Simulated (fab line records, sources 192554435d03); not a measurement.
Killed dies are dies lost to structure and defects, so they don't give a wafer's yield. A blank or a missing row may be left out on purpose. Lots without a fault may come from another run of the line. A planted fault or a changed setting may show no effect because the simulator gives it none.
fab line records | flow n5_finfet
record lots=7 wafers=21
route steps=1938 shown BEOL_M7@1289 BEOL_M8@1342 BEOL_M9@1405
start_h: hours from the record's first day to the start of the lot's first wafer shown | wait_h: hours since the lot's step before | " the same as in the row above | L1.1+2: a row that stands for several wafers | - no value, or no start given | * or withheld: withheld | < > ~ a bound
route shown NAME@n: a module of which the file shows steps, and the number in the route of the first | usual: mean/standard deviation of fault-free wafers | same: alike in all rows | chamber/n: place in a boat | sites: the reading at each site | _std_site: their standard deviation | _edge_site: outer sites' mean less inner sites' | radius_mm: how far each site lies from the wafer's centre | mask NAME#n: copy n | behind: the tool/chamber that last shaped the wafer | hold: why the lot was held/for how many hours/how that ended | device: the transistor (n, p or np) that didn't switch | end of line: the same wafers' tests at the end of the route | a step without rows: its recipe alone | killed: dies lost to structure and defects at the first sort, not the wafer's yield | map: a wafer's dies, x killed, . not, _ none there
set.NAME: the setting as run; set.NAME@STEP: as run at that earlier step | model.NAME: the simulator's own value behind a step, which no gauge read
lots whose settings were changed on purpose; a table a step, a row a wafer
## steps
# step N5_BEOL_M7_COAT_71
# recipe resist=underlayer temp_c=205 time_s=60 spin_rpm=1500 resist_thk_nm=5
# columns lot.wafer tool chamber start_h wait_h set.spin_rpm
L075.3+4+6 litho_track-02 0 - - 1500
L076.3+5 litho_track-02 0 - - 1500
L076.6 " 0 " " 1458
L077.1+2 litho_track-01 0 - - 1342
L077.3 " 0 " " 1500
L080.2+5 litho_track-02 0 - - 1579
L080.3 " 0 " " 1500
L081.3+5+6 litho_track-01 0 - - 1500
L083.1+3 litho_track-05 0 - - 1500
L083.4 " 0 " " 1645
L093.1+5 litho_track-02 0 - - 1576
L093.4 " 0 " " 1500
# step N5_BEOL_M7_COAT_22
# recipe resist=CAR-EUV spin_rpm=1500 resist_thk_nm=30
# step N5_BEOL_M7_EBR_24
# recipe solvent=PGMEA ebr_width_mm=1.5
# step N5_BEOL_M7_DESCUM_33
# recipe chemistry=O2 time_s=7 source_power_w=50 bias_power_w=20 pressure_mtorr=20 rf_frequency_hz=2.712e+07 temp_c=40 resist=CAR-EUV o2_flow_sccm=225
# step N5_BEOL_M7_ETCH_72
# recipe chemistry=N2/H2 target=underlayer target_depth_a=65 mask_material=CAR-EUV time_s=5.2 ion_energy_ev=200 pressure_mtorr=30 source_w=840 bias_w=150 n2_flow_sccm=200 h2_flow_sccm=200 ends=cleared
# columns lot.wafer tool chamber start_h wait_h set.spin_rpm@BEOL_M7_COAT_71 model.etch.depth_nm
L075.3 rie_diel-01 3 196.46 0.0 1500 5.015
L075.4 " 2 " " 1500 5.022
L075.6 " 1 " " 1500 5.006
L076.3 rie_diel-01 1 200.19 0.0 1500 4.994
L076.5 " 2 " " 1500 5.015
L076.6 " 3 " " 1458 5.076
L077.1 rie_diel-02 2 207.53 0.0 1342 5.282
L077.2 " 3 " " 1342 5.291
L077.3 " 1 " " 1500 5
L080.2 rie_diel-02 3 225.25 0.0 1579 4.872
L080.3 " 0 " " 1500 4.997
L080.5 " 3 " " 1579 4.882
L081.3 rie_diel-01 3 237.03 0.0 1500 4.982
L081.5 " 3 " " 1500 4.989
L081.6 " 0 " " 1500 5.011
L083.1 rie_diel-02 2 253.54 0.0 1500 4.993
L083.3 " 3 " " 1500 4.997
L083.4 " 0 " " 1645 4.785
L093.1+5 rie_diel-01 1,3 312.95 0.0 1576 4.878
L093.4 " 1 " " 1500 4.984
# step N5_BEOL_M7_ETCH_65
# recipe chemistry=CF4 target=SiARC target_depth_a=156 mask_material=CAR-EUV time_s=26 ion_energy_ev=80 pressure_mtorr=40 source_w=545 bias_w=36 Ar_flow_sccm=100 cf4_flow_sccm=100 ends=cleared
# step N5_BEOL_M7_ETCH_66
# recipe chemistry=N2/H2 target=SOC target_depth_a=800 overetch_a=160 mask_material=SiARC temp_c=40 time_s=120 ion_energy_ev=200 pressure_mtorr=30 source_w=840 bias_w=150 n2_flow_sccm=200 h2_flow_sccm=200
# columns lot.wafer tool chamber start_h wait_h set.spin_rpm@BEOL_M7_COAT_63 model.etch.depth_nm
L075.3 rie_diel-01 3 196.50 0.0 1500 60.07
L075.4 " 2 " " 1500 59.99
L075.6 " 1 " " 1500 60.11
L076.3 rie_diel-01 1 200.24 0.0 1500 60.26
L076.5 " 2 " " 1627 57.79
L076.6 " 3 " " 1500 60.03
L077.1 rie_diel-02 2 207.57 0.0 1369 62.71
L077.2 " 3 " " 1500 60.11
L077.3 " 1 " " 1369 62.89
L080.2 rie_diel-02 3 225.30 0.0 1500 60.27
L080.3 " 0 " " 1500 60.23
L080.5 " 3 " " 1367 62.93
L081.3 rie_diel-01 3 237.08 0.0 1500 60.05
L081.5 " 3 " " 1500 60.09
L081.6 " 0 " " 1500 60.08
L083.1 rie_diel-02 2 253.59 0.0 1604 58.11
L083.3 " 3 " " 1500 59.78
L083.4 " 0 " " 1604 58.1
L093.1 rie_diel-01 1 313.00 0.0 1500 60.19
L093.4 " 1 " " 1500 60.22
L093.5 " 3 " " 1500 60.27
# step N5_BEOL_M7_STRIP_69
# recipe chemistry=N2/H2 temp_c=40 n2_flow_sccm=200 h2_flow_sccm=200 rf_frequency_hz=6e+07
# step N5_BEOL_M7_STRIP_73
# recipe chemistry=N2/H2 temp_c=40 n2_flow_sccm=200 h2_flow_sccm=200 rf_frequency_hz=6e+07
# step N5_BEOL_M7_VIA_ETCH_34
# recipe chemistry=C4F6/O2 target=SiCOH_lowk target_depth_a=1255 mask_material=SOC taper_deg=4 time_s=50.5 ion_energy_ev=250 pressure_mtorr=30 source_w=345 bias_w=185 Ar_flow_sccm=300 C4F6_flow_sccm=10 O2_flow_sccm=10
# columns lot.wafer tool chamber start_h wait_h set.spin_rpm@BEOL_M7_COAT_63 model.SOC_of_BEOL_M7_COAT_63.thk_nm
L075.3+4 rie_diel-01 3,2 196.60 0.0 1500 54
L075.6 " 1 " " 1500 54.2
L076.3 rie_diel-01 1 200.34 0.0 1500 54.4
L076.5 " 2 " " 1627 51.8
L076.6 " 3 " " 1500 54
L077.1 rie_diel-02 2 207.67 0.0 1369 56.4
L077.2 " 3 " " 1500 54
L077.3 " 1 " " 1369 56.6
L080.2+3 rie_diel-02 3,0 225.40 0.0 1500 54.2
L080.5 " 3 " " 1367 56.8
L081.3+5+6 rie_diel-01 3,3,0 237.18 0.0 1500 54
L083.1 rie_diel-02 2 253.69 0.0 1604 51.8
L083.3 " 3 " " 1500 53.6
L083.4 " 0 " " 1604 52
L093.1+4 rie_diel-01 1 313.10 0.0 1500 54.2
L093.5 " 3 " " 1500 54.4
# step N5_BEOL_M8_EXPOSE_08
# recipe mask_id=M8 na=1.35 source_shape=dipole sigma_inner=0.817 sigma_outer=0.97 polarization=te dose_mj=68.25
# columns lot.wafer tool chamber start_h wait_h mask set.dose_mj
L075.3+4+6 arfi_scanner-02 0 201.51 - M8#0 68.25
L076.3 arfi_scanner-02 0 206.93 - M8#0 68.25
L076.5+6 " 0 " " M8#0 64.74
L077.1+2+3 arfi_scanner-01 0 213.28 - M8#0 68.25
L080.2+3 arfi_scanner-02 0 232.48 - M8#0 68.25
L080.5 " 0 " " M8#0 71.21
L081.3+5+6 arfi_scanner-03 0 241.70 - M8#0 68.25
L083.1+4 arfi_scanner-03 0 257.97 - M8#0 70.84
L083.3 " 0 " " M8#0 68.25
L093.1+5 arfi_scanner-03 0 321.93 - M8#0 64.41
L093.4 " 0 " " M8#0 68.25
# step N5_BEOL_M8_PEB_09
# recipe peb_temp_c=withheld peb_time_s=60 resist=CAR-ArF
# step N5_BEOL_M8_DEVELOP_10
# recipe develop_time_s=30 developer=TMAH resist=CAR-ArF rinse_liquid=diw dry=air_spin dev_temp_c=23
# step N5_BEOL_M8_CD_MEAS_11
# recipe target_cd_nm=38.5 landing_energy_ev=500 detector=se_inlens polarity=opening
# usual cd_nm=38.5/0.47
# columns lot.wafer tool chamber start_h wait_h set.dose_mj@BEOL_M8_EXPOSE_08 cd_nm
L075.3 cd_sem-01 0 201.63 - 68.25 38.3
L075.4 " 0 " " 68.25 37.7
L075.6 " 0 " " 68.25 37.9
L076.3 cd_sem-01 0 207.05 - 68.25 38.8
L076.5 " 0 " " 64.74 36.0
L076.6 " 0 " " 64.74 36.0
L077.1 cd_sem-03 0 213.41 - 68.25 39.2
L077.2 " 0 " " 68.25 39.0
L077.3 " 0 " " 68.25 39.0
L080.2 cd_sem-03 0 232.60 - 68.25 37.5
L080.3 " 0 " " 68.25 38.4
L080.5 " 0 " " 71.21 40.7
L081.3 cd_sem-01 0 241.82 - 68.25 38.9
L081.5 " 0 " " 68.25 38.2
L081.6 " 0 " " 68.25 39.2
L083.1 cd_sem-02 0 258.10 - 70.84 40.3
L083.3 " 0 " " 68.25 38.7
L083.4 " 0 " " 70.84 39.9
L093.1 cd_sem-03 0 322.06 - 64.41 35.1
L093.4 " 0 " " 68.25 38.0
L093.5 " 0 " " 64.41 35.1
# step N5_BEOL_M8_DESCUM_16
# recipe chemistry=O2 time_s=7.9 source_power_w=50 bias_power_w=20 pressure_mtorr=20 rf_frequency_hz=2.712e+07 temp_c=40 resist=CAR-ArF o2_flow_sccm=225
# columns lot.wafer tool chamber start_h wait_h set.time_s
L075.3+4 rie_diel-06 2,3 201.71 0.0 6.667
L075.6 " 2 " " 7.9
L076.3+5+6 rie_diel-04 0,1,0 207.18 0.1 7.9
L077.1+2+3 rie_diel-06 1,2,3 213.50 0.0 7.9
L080.2+3 rie_diel-06 0,2 232.69 0.0 7.203
L080.5 " 2 " " 7.9
L081.3+5+6 rie_diel-06 3,2,1 242.03 0.2 7.9
L083.1+3+4 rie_diel-03 0,3,2 258.19 0.0 7.9
L093.1+5 rie_diel-06 0,1 322.54 0.4 7.9
L093.4 " 0 " " 6.303
# step N5_BEOL_M8_ETCH_61
# recipe chemistry=CF4 target=SiARC target_depth_a=455 mask_material=CAR-ArF time_s=75.8 ion_energy_ev=80 pressure_mtorr=40 source_w=545 bias_w=36 Ar_flow_sccm=100 cf4_flow_sccm=100 ends=cleared
# columns lot.wafer tool chamber start_h wait_h set.dose_mj@BEOL_M8_EXPOSE_08 set.time_s@BEOL_M8_DESCUM_16 model.BEOL_M8.cd_offset_nm model.CAR-ArF_of_BEOL_M8_COAT_05.thk_nm
L075.3 rie_diel-06 2 201.75 0.0 68.25 6.667 -0.6 51.8
L075.4 " 3 " " 68.25 6.667 -0.6 52
L075.6 " 2 " " 68.25 7.9 -1 51.2
L076.3 rie_diel-04 0 207.22 0.0 68.25 7.9 0.2 51
L076.5 " 1 " " 64.74 7.9 -2.2 51
L076.6 " 0 " " 64.74 7.9 -2.6 51
L077.1 rie_diel-06 1 213.53 0.0 68.25 7.9 0.4 50.6
L077.2 " 2 " " 68.25 7.9 0 50.6
L077.3 " 3 " " 68.25 7.9 0.4 50.8
L080.2 rie_diel-06 0 232.72 0.0 68.25 7.203 -1 51.2
L080.3 " 2 " " 68.25 7.203 -0.8 51
L080.5 " 2 " " 71.21 7.9 1.8 50.4
L081.3 rie_diel-06 3 242.07 0.0 68.25 7.9 0.6 50.8
L081.5 " 2 " " 68.25 7.9 0 50.4
L081.6 " 1 " " 68.25 7.9 0.4 50.4
L083.1 rie_diel-03 0 258.22 0.0 70.84 7.9 2 50.6
L083.3 " 3 " " 68.25 7.9 0.2 50.6
L083.4 " 2 " " 70.84 7.9 1.8 50.6
L093.1 rie_diel-06 0 322.57 0.0 64.41 7.9 -3.2 51.4
L093.4 " 0 " " 68.25 6.303 -0.8 52
L093.5 " 1 " " 64.41 7.9 -3.2 51.2
# step N5_BEOL_M8_ETCH_62
# recipe chemistry=N2/H2 target=SOC target_depth_a=1100 overetch_a=220 mask_material=SiARC temp_c=40 time_s=165 ion_energy_ev=200 pressure_mtorr=30 source_w=840 bias_w=150 n2_flow_sccm=200 h2_flow_sccm=200
# step N5_BEOL_M8_STRIP_68
# recipe chemistry=N2/H2 temp_c=40 n2_flow_sccm=200 h2_flow_sccm=200 rf_frequency_hz=6e+07
# step N5_BEOL_M8_HM_OPEN_17
# recipe chemistry=Cl2/BCl3 target_depth_a=200 overetch_a=60 target=TiN mask_material=SOC ion_energy_ev=150 pressure_mtorr=10 icp_w=1000 bias_w=126 Cl2_flow_sccm=53.25 bcl3_flow_sccm=21.75 Ar_flow_sccm=25
# step N5_BEOL_M8_STRIP_19
# recipe chemistry=O2 power_w=400 temp_c=40 pressure_mtorr=30 rf_frequency_hz=6e+07 bias_power_w=0 overash_fraction=0.2 o2_flow_sccm=225
# step N5_BEOL_M8_CD_MEAS_18
# recipe pitch_nm=80 target_cd_nm=40
# usual cd_nm=40.0/0.47
# columns lot.wafer tool chamber start_h wait_h set.dose_mj@BEOL_M8_EXPOSE_08 cd_nm
L075.3 cd_sem-03 - 202.34 0.1 68.25 39.4
L075.4 " - " " 68.25 39.0
L075.6 " - " " 68.25 39.2
L076.3 cd_sem-03 - 207.64 0.1 68.25 40.3
L076.5 " - " " 64.74 37.7
L076.6 " - " " 64.74 37.4
L077.1 cd_sem-01 - 213.96 0.0 68.25 40.7
L077.2 " - " " 68.25 40.5
L077.3 " - " " 68.25 40.6
L080.2 cd_sem-02 - 233.34 0.1 68.25 39.0
L080.3 " - " " 68.25 39.7
L080.5 " - " " 71.21 41.8
L081.3 cd_sem-01 - 242.50 0.1 68.25 40.8
L081.5 " - " " 68.25 40.0
L081.6 " - " " 68.25 40.3
L083.1 cd_sem-03 - 258.66 0.0 70.84 42.0
L083.3 " - " " 68.25 40.4
L083.4 " - " " 70.84 41.6
L093.1 cd_sem-02 - 322.99 0.0 64.41 36.9
L093.4 " - " " 68.25 39.5
L093.5 " - " " 64.41 36.9
# step N5_BEOL_M8_COAT_63
# recipe resist=SOC temp_c=250 time_s=60 spin_rpm=1500 resist_thk_nm=60
# step N5_BEOL_M8_COAT_64
# recipe resist=SiARC temp_c=220 time_s=60 spin_rpm=1500 resist_thk_nm=12
# step N5_BEOL_M8_PRECLEAN_42
# recipe chemistry=residue_remover time_s=60 temp_c=40
# step N5_BEOL_M8_SRD_43
# recipe time_s=30 temp_c=23 rinse_liquid=diw dry=ipa_marangoni
# step N5_BEOL_M8_CD_MEAS_35
# recipe target_cd_nm=40 polarity=opening
# usual cd_nm=40.0/0.47
# columns lot.wafer tool chamber start_h wait_h set.dose_mj@BEOL_M8_EXPOSE_08 cd_nm
L075.3 cd_sem-03 - 205.30 0.0 68.25 39.8
L075.4 " - " " 68.25 39.4
L075.6 " - " " 68.25 39.3
L076.3 cd_sem-01 - 208.81 0.0 68.25 40.0
L076.5 " - " " 64.74 37.4
L076.6 " - " " 64.74 37.2
L077.1 cd_sem-03 - 215.62 0.0 68.25 40.7
L077.2 " - " " 68.25 40.0
L077.3 " - " " 68.25 40.2
L080.2 cd_sem-01 - 235.83 0.0 68.25 39.2
L080.3 " - " " 68.25 39.3
L080.5 " - " " 71.21 41.9
L081.3 cd_sem-01 - 249.40 0.0 68.25 40.8
L081.5 " - " " 68.25 39.8
L081.6 " - " " 68.25 40.1
L083.1 cd_sem-01 - 261.35 0.0 70.84 41.9
L083.3 " - " " 68.25 40.7
L083.4 " - " " 70.84 41.9
L093.1 cd_sem-03 - 324.48 0.0 64.41 36.8
L093.4 " - " " 68.25 39.2
L093.5 " - " " 64.41 37.1
# step N5_BEOL_M9_HM_DEP_02
# recipe material=TiN target_thk_a=200 temp_c=25 chamber_pressure_pa=0.49996
# columns lot.wafer tool chamber start_h wait_h set.target_thk_a model.TiN_of_BEOL_M9_HM_DEP_02.thk_nm
L075.3 pvd_sputter-02 - 211.02 1.8 200 20
L075.4+6 " - " " 200 19.8
L076.3 pvd_sputter-03 - 214.90 1.5 200 20
L076.5 " - " " 200 19.8
L076.6 " - " " 189.2 18.6
L077.1+3 pvd_sputter-02 - 221.85 1.2 179.5 18.4
L077.2 " - " " 200 20.2
L080.2 pvd_sputter-01 - 241.12 1.5 200 20.2
L080.3 " - " " 200 20.4
L080.5 " - " " 200 20
L081.3 pvd_sputter-02 - 254.32 1.5 200 20.2
L081.5 " - " " 200 20
L081.6 " - " " 200 20.4
L083.1+3 pvd_sputter-03 - 265.88 1.6 219.6 21.8
L083.4 " - " " 219.6 22
L093.1 pvd_sputter-02 - 331.34 3.3 200 20
L093.4 " - " " 223.5 22.6
L093.5 " - " " 223.5 22.4
# step N5_BEOL_M9_DESCUM_16
# recipe chemistry=O2 time_s=7.9 source_power_w=50 bias_power_w=20 pressure_mtorr=20 rf_frequency_hz=2.712e+07 temp_c=40 resist=CAR-ArF o2_flow_sccm=225
# columns lot.wafer tool chamber start_h wait_h set.time_s model.CAR-ArF_of_BEOL_M9_COAT_05.thk_nm
L075.3+6 rie_diel-02 0,3 211.60 0.0 7.9 83.2
L075.4 " 3 " " 9.246 82.6
L076.3 rie_diel-02 1 215.36 0.0 7.9 83.4
L076.5 " 0 " " 9.222 82.4
L076.6 " 1 " " 7.9 83.2
L077.1 rie_diel-05 1 222.49 0.1 6.549 84.6
L077.2 " 3 " " 7.9 83.4
L077.3 " 2 " " 7.9 83.8
L080.2 rie_diel-02 2 241.58 0.0 7.9 83.4
L080.3 " 3 " " 6.637 84.2
L080.5 " 3 " " 6.637 84.4
L081.3+5+6 rie_diel-01 1,3,2 255.05 0.2 7.9 83.4
L083.1+3 rie_diel-01 2,3 266.76 0.4 7.9 83.4
L083.4 " 1 " " 8.622 83.2
L093.1+4 rie_diel-01 3,0 331.94 0.0 9.542 82.8
L093.5 " 1 " " 7.9 83.8
# step N5_BEOL_M9_ETCH_61
# recipe chemistry=CF4 target=SiARC target_depth_a=390 mask_material=CAR-ArF time_s=65 ion_energy_ev=80 pressure_mtorr=40 source_w=545 bias_w=36 Ar_flow_sccm=100 cf4_flow_sccm=100 ends=cleared
# columns lot.wafer tool chamber start_h wait_h set.time_s@BEOL_M9_DESCUM_16 model.CAR-ArF_of_BEOL_M9_COAT_05.thk_nm
L075.3 rie_diel-02 0 211.63 0.0 7.9 55.4
L075.4 " 3 " " 9.246 54.6
L075.6 " 3 " " 7.9 55.2
L076.3 rie_diel-02 1 215.40 0.0 7.9 55.2
L076.5 " 0 " " 9.222 54.4
L076.6 " 1 " " 7.9 55
L077.1 rie_diel-05 1 222.52 0.0 6.549 56.6
L077.2 " 3 " " 7.9 55.6
L077.3 " 2 " " 7.9 55.8
L080.2 rie_diel-02 2 241.61 0.0 7.9 55.2
L080.3+5 " 3 " " 6.637 56.4
L081.3+5+6 rie_diel-01 1,3,2 255.09 0.0 7.9 55.4
L083.1+3 rie_diel-01 2,3 266.79 0.0 7.9 55.6
L083.4 " 1 " " 8.622 55.2
L093.1+4 rie_diel-01 3,0 331.98 0.0 9.542 54.8
L093.5 " 1 " " 7.9 55.8
# step N5_BEOL_M9_ETCH_62
# recipe chemistry=N2/H2 target=SOC target_depth_a=1100 overetch_a=220 mask_material=SiARC temp_c=40 time_s=165 ion_energy_ev=200 pressure_mtorr=30 source_w=840 bias_w=150 n2_flow_sccm=200 h2_flow_sccm=200
# step N5_BEOL_M9_STRIP_68
# recipe chemistry=N2/H2 temp_c=40 n2_flow_sccm=200 h2_flow_sccm=200 rf_frequency_hz=6e+07
# step N5_BEOL_M9_STRIP_67
# recipe chemistry=CF4 resist=SiARC power_w=300 bias_power_w=75 pressure_mtorr=50 cf4_flow_sccm=150 rf_frequency_hz=6e+07
# step N5_BEOL_M9_HM_OPEN_17
# recipe chemistry=Cl2/BCl3 target_depth_a=200 overetch_a=60 target=TiN mask_material=SOC ion_energy_ev=150 pressure_mtorr=10 icp_w=1000 bias_w=126 Cl2_flow_sccm=53.25 bcl3_flow_sccm=21.75 Ar_flow_sccm=25
# columns lot.wafer tool chamber start_h wait_h set.target_thk_a@BEOL_M9_HM_DEP_02 model.etch.depth_nm
L075.3 rie_metal-01 1 211.90 0.1 200 19.97
L075.4 " 0 " " 200 19.84
L075.6 " 1 " " 200 19.86
L076.3 rie_metal-01 1 215.66 0.1 200 19.97
L076.5 " 0 " " 200 19.8
L076.6 " 1 " " 189.2 18.67
L077.1 rie_metal-03 1 222.76 0.0 179.5 18.34
L077.2 " 1 " " 200 20.22
L077.3 " 1 " " 179.5 18.36
L080.2 rie_metal-03 0 241.85 0.0 200 20.12
L080.3 " 1 " " 200 20.35
L080.5 " 0 " " 200 19.98
L081.3 rie_metal-01 1 255.39 0.1 200 20.16
L081.5 " 1 " " 200 20.1
L081.6 " 1 " " 200 20.34
L083.1 rie_metal-02 0 267.03 0.0 219.6 21.88
L083.3 " 0 " " 219.6 21.85
L083.4 " 1 " " 219.6 21.96
L093.1 rie_metal-02 1 332.21 0.0 200 20
L093.4 " 0 " " 223.5 22.6
L093.5 " 0 " " 223.5 22.43
# step N5_BEOL_M9_STRIP_19
# recipe chemistry=O2 power_w=400 temp_c=40 pressure_mtorr=30 rf_frequency_hz=6e+07 bias_power_w=0 overash_fraction=0.2 o2_flow_sccm=225
# step N5_BEOL_M9_STRIP_73
# recipe chemistry=C4F6/O2 resist=SiARC rf_frequency_hz=6e+07
# step N5_BEOL_M9_STRIP_36
# recipe chemistry=N2/H2 power_w=450 temp_c=40 pressure_mtorr=20 rf_frequency_hz=6e+07 overash_fraction=0.3 bias_power_w=7 h2_frac=0.5 n2_flow_sccm=200 h2_flow_sccm=200
# step N5_BEOL_M9_TRENCH_ETCH_37
# recipe chemistry=C4F6/O2 target_depth_a=1514.3 target=SiCOH_lowk time_s=49 ion_energy_ev=250 pressure_mtorr=30 source_w=345 bias_w=185 Ar_flow_sccm=300 C4F6_flow_sccm=10 O2_flow_sccm=10
# columns lot.wafer tool chamber start_h wait_h set.target_thk_a@BEOL_M9_HM_DEP_02 model.TiN_of_BEOL_M9_HM_DEP_02.thk_nm
L075.3 rie_diel-01 1 - - 200 15.8
L075.4+6 " 3,2 " " 200 15.6
L076.3+5 rie_diel-01 1 - - 200 15.8
L076.6 " 3 " " 189.2 14.6
L077.1+3 rie_diel-01 3,0 - - 179.5 14.2
L077.2 " 1 " " 200 16.2
L080.2 rie_diel-02 3 - - 200 16
L080.3 " 0 " " 200 16.2
L080.5 " 0 " " 200 15.8
L081.3+5 rie_diel-05 1,2 - - 200 16
L081.6 " 3 " " 200 16.2
L083.1+3 rie_diel-02 0,2 - - 219.6 17.6
L083.4 " 3 " " 219.6 17.8
L093.1 rie_diel-01 1 - - 200 15.8
L093.4 " 3 " " 223.5 18.4
L093.5 " 1 " " 223.5 18.2
## key
split step=N5_BEOL_M7_COAT_71 setting=spin_rpm stated=1500 by=wafer
response step=N5_BEOL_M7_ETCH_72 reading=model.etch.depth_nm change=-0.0241 per=1% r=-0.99
split step=N5_BEOL_M8_EXPOSE_08 setting=dose_mj stated=68.25 by=wafer
response step=N5_BEOL_M8_CD_MEAS_11 reading=cd_nm change=+0.525 per=1% r=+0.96
response step=N5_BEOL_M8_ETCH_61 reading=model.BEOL_M8.cd_offset_nm change=+0.493 per=1% r=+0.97
response step=N5_BEOL_M8_CD_MEAS_18 reading=cd_nm change=+0.485 per=1% r=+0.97
response step=N5_BEOL_M8_CD_MEAS_35 reading=cd_nm change=+0.465 per=1% r=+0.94
split step=N5_BEOL_M8_DESCUM_16 setting=time_s stated=7.9 by=wafer
response step=N5_BEOL_M8_ETCH_61 reading=model.CAR-ArF_of_BEOL_M8_COAT_05.thk_nm change=-0.0428 per=1% r=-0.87
split step=N5_BEOL_M9_HM_DEP_02 setting=target_thk_a stated=200 by=wafer
response step=N5_BEOL_M9_HM_DEP_02 reading=model.TiN_of_BEOL_M9_HM_DEP_02.thk_nm change=+0.201 per=1% r=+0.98
response step=N5_BEOL_M9_HM_OPEN_17 reading=model.etch.depth_nm change=+0.203 per=1% r=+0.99
response step=N5_BEOL_M9_TRENCH_ETCH_37 reading=model.TiN_of_BEOL_M9_HM_DEP_02.thk_nm change=+0.207 per=1% r=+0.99
split step=N5_BEOL_M9_DESCUM_16 setting=time_s stated=7.9 by=wafer
response step=N5_BEOL_M9_DESCUM_16 reading=model.CAR-ArF_of_BEOL_M9_COAT_05.thk_nm change=-0.0486 per=1% r=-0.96
response step=N5_BEOL_M9_ETCH_61 reading=model.CAR-ArF_of_BEOL_M9_COAT_05.thk_nm change=-0.0506 per=1% r=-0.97
split outside_this_file step=N5_BEOL_M7_COAT_63 setting=spin_rpm
# split outside_this_file: this setting was split too, and the file shows its column; the key of that split is in another file
